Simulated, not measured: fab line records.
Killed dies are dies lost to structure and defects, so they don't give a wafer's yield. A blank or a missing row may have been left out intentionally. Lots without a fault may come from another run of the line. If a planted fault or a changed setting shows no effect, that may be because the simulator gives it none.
Chamber matching | flow n5-finfet | N5_BEOL_M4_ETCH_69 on rie-diel-06 has 4 sister chambers
The step etches SiARC in CF4, target depth 15.6 nm, time 26 s. 16 wafers are shown with their chamber, then 8 later ones without.

## WAFERS, EACH WITH ITS CHAMBER
wafer  | chamber | showerhead-plenum-p-Torr (Torr) | drypump-motor-current-A (A) | oes-product-au (a.u.)
L075.1 | 2       | 2.11                            | 5.4                         | 0.84
L075.2 | 3       | 2.21                            | 6.8                         | 0.64
L075.4 | 1       | 2.11                            | 5.3                         | 0.59
L080.2 | 2       | 2.10                            | 5.4                         | 0.80
L080.5 | 3       | 2.21                            | 6.8                         | 0.63
L080.6 | 2       | 2.10                            | 5.4                         | 0.80
L083.1 | 0       | 2.22                            | 5.5                         | 0.65
L083.3 | 1       | 2.11                            | 5.4                         | 0.58
L083.5 | 3       | 2.21                            | 6.8                         | 0.63
L084.1 | 3       | 2.21                            | 6.8                         | 0.63
L084.3 | 2       | 2.10                            | 5.4                         | 0.79
L084.6 | 0       | 2.22                            | 5.5                         | 0.64
L086.2 | 3       | 2.21                            | 6.8                         | 0.63
L086.5 | 1       | 2.11                            | 5.3                         | 0.58
L086.6 | 2       | 2.10                            | 5.3                         | 0.78
L095.1 | 3       | 2.20                            | 6.8                         | 0.61

SIGNATURES (averages over the wafers above)
reading                  | chamber 0 | chamber 1 | chamber 2 | chamber 3 | scatter within a chamber
showerhead-plenum-p-Torr | 2.2200    | 2.1100    | 2.1020    | 2.2083    | 0.00369
drypump-motor-current-A  | 5.500     | 5.333     | 5.380     | 6.800     | 0.035
oes-product-au           | 0.6450    | 0.5833    | 0.8020    | 0.6283    | 0.0149
Rule: a wafer lies at a distance from a chamber equal to the root of the sum of squares, over the readings, of (its reading less the chamber's mean, divided by the reading's scatter). If the next closest chamber is less than 2 further off than the closest, the wafer can't be placed; otherwise it belongs to the closest. The scatter is the square root of a quotient: the sum, over the shown wafers, of each reading's squared deviation from its chamber's mean, divided by wafers minus chambers.

## WAFERS WITHOUT THEIR CHAMBER
wafer  | showerhead-plenum-p-Torr (Torr) | drypump-motor-current-A (A) | oes-product-au (a.u.)
L095.2 | 2.21                            | 5.5                         | 0.61
L095.3 | 2.09                            | 5.4                         | 0.75
L095.4 | 2.09                            | 5.4                         | 0.74
L095.5 | 2.20                            | 6.8                         | 0.61
L095.6 | 2.21                            | 5.5                         | 0.61
L096.2 | 2.21                            | 5.5                         | 0.62
L096.4 | 2.20                            | 6.8                         | 0.60
L096.6 | 2.09                            | 5.4                         | 0.74

## WHICH CHAMBER EACH WENT THROUGH
wafer  | from the rows above | in truth
L095.2 | 0                   | 0
L095.3 | 2                   | 2
L095.4 | 2                   | 2
L095.5 | 3                   | 3
L095.6 | 0                   | 0
L096.2 | 0                   | 0
L096.4 | 3                   | 3
L096.6 | 2                   | 2
8 of 8 placed correctly. From these rows, 0 cannot be placed. 0 placed wrongly.
